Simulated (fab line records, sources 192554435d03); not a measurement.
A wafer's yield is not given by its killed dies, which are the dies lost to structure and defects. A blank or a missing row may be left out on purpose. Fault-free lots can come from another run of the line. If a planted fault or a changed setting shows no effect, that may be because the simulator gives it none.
Matching of chambers :: flow n5_finfet :: N5_BEOL_M15_ETCH_59 on rie_diel-05: 4 sister chambers
The step etches BARC in N2/H2, target depth 89 nm, overetch 26.7 nm, time 67.9 s. 4 wafers are shown with their chamber, then 10 later ones without.

== WAFERS PAIRED WITH THEIR CHAMBERS ==
wafer: L080.4
chamber: 3
throttle_valve_pct (%): 17.48

wafer: L082.1
chamber: 1
throttle_valve_pct (%): 17.80

wafer: L088.1
chamber: 2
throttle_valve_pct (%): 17.84

wafer: L088.4
chamber: 0
throttle_valve_pct (%): 18.33

== WAFERS WITHOUT THEIR CHAMBER ==
wafer: L088.5
throttle_valve_pct (%): 17.82

wafer: L090.1
throttle_valve_pct (%): 17.83

wafer: L090.3
throttle_valve_pct (%): 18.33

wafer: L090.5
throttle_valve_pct (%): 18.33

wafer: L093.3
throttle_valve_pct (%): 17.50

wafer: L093.4
throttle_valve_pct (%): 17.85

wafer: L093.6
throttle_valve_pct (%): 18.33

wafer: L097.1
throttle_valve_pct (%): 17.85

wafer: L097.2
throttle_valve_pct (%): 18.34

wafer: L097.3
throttle_valve_pct (%): 17.54

== THE CHAMBER EACH PASSED THROUGH ==
wafer: L088.5
from the rows above: can't be placed: 1 or 2
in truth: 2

wafer: L090.1
from the rows above: can't be placed: 2 or 1
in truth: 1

wafer: L090.3
from the rows above: 0
in truth: 0

wafer: L090.5
from the rows above: 0
in truth: 0

wafer: L093.3
from the rows above: 3
in truth: 3

wafer: L093.4
from the rows above: can't be placed: 2 or 1
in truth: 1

wafer: L093.6
from the rows above: 0
in truth: 0

wafer: L097.1
from the rows above: can't be placed: 2 or 1
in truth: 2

wafer: L097.2
from the rows above: 0
in truth: 0

wafer: L097.3
from the rows above: 3
in truth: 3
Correctly placed: 6 of 10. Can't be placed from these rows: 4 (the true chamber is among the candidates in 4). Wrongly placed: 0.
How it was worked out, from the rows above alone: a wafer's distance from a chamber is the root of the sum, over the readings, of the square of ((its reading less the chamber's mean) divided by the reading's scatter). If the next closest chamber is less than 2 further off than the closest, the wafer can't be placed; otherwise it belongs to the closest. A chamber's mean is the mean of its shown wafers. The scatter: with one shown wafer a chamber, the root of the mean of the squares of how far each hidden wafer lies from its nearest shown one.
